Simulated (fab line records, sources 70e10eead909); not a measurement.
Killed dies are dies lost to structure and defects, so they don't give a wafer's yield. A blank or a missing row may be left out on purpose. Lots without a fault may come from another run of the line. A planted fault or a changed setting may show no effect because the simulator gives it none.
Which tool did it? | flow nand_harc | 6 lots, 18 wafers sampled, at 2 steps of a route of 1302

WHAT THE GAUGES READ, wafer by wafer
NHARC_A_CHANNEL_HOLE_D1_OVL_MEAS_11.
lot  | measured     | on         | overlay_x_nm (nm)
L296 | day 9 08:47  | overlay-02 | -0.8 -0.6 -0.8
L298 | day 9 20:49  | overlay-02 | 0.5 0.5 0.4
L307 | day 14 13:53 | overlay-01 | 3.8 3.6 4.1
L311 | day 15 09:37 | overlay-02 | 0.1 0.1 -0.3
L313 | day 16 03:54 | overlay-02 | 0.9 0.2 1.1
L317 | day 17 17:40 | overlay-02 | -0.9 -1.2 -0.7

WHICH TOOL RAN EACH LOT (tool, then ch and the chambers of the sampled wafers, then the start)
lot  | NHARC_A_CHANNEL_HOLE_D1_EXPOSE_07
L296 | arfi_scanner-01 ch 0, day 9 08:34
L298 | arfi_scanner-02 ch 0, day 9 20:35
L307 | arfi_scanner-03 ch 0, day 14 13:40
L311 | arfi_scanner-02 ch 0, day 15 09:23
L313 | arfi_scanner-01 ch 0, day 16 03:41
L317 | arfi_scanner-02 ch 0, day 17 17:26
- NHARC_A_CHANNEL_HOLE_D1_EXPOSE_07: exposes mask HOLE D1, target cd 100 nm.

THE ANSWER, worked out from the rows above alone
Rule: what is usual is taken from the lots themselves. Put in order of their means at a reading, lots are off if they are a third of the lots or fewer, leave a main group of 4 or more, and stand apart from it by a gap of 3 or more times the standard deviation of the main group's means; of several such gaps the widest counts. A main group whose means are all the same, to the digits that the tables above print for the reading, isn't used. A lot without any number at a reading at which 4 lots or more have one is off too. The other lots that the step has rows for count as sound.
Off: L307, at NHARC_A_CHANNEL_HOLE_D1_OVL_MEAS_11 (overlay_x_nm). The main group: mean -0.1 nm, standard deviation 0.65.
A tool fits if, at a process step before that reading, it ran every lot that is off, and no sound lot after the first of them. The gauges at NHARC_A_CHANNEL_HOLE_D1_OVL_MEAS_11 are tried like those tools. Can't be told from this: 2 tools fit, arfi_scanner-03 at NHARC_A_CHANNEL_HOLE_D1_EXPOSE_07, overlay-01 at NHARC_A_CHANNEL_HOLE_D1_OVL_MEAS_11.

WHAT THE SIMULATOR HAD PUT IN
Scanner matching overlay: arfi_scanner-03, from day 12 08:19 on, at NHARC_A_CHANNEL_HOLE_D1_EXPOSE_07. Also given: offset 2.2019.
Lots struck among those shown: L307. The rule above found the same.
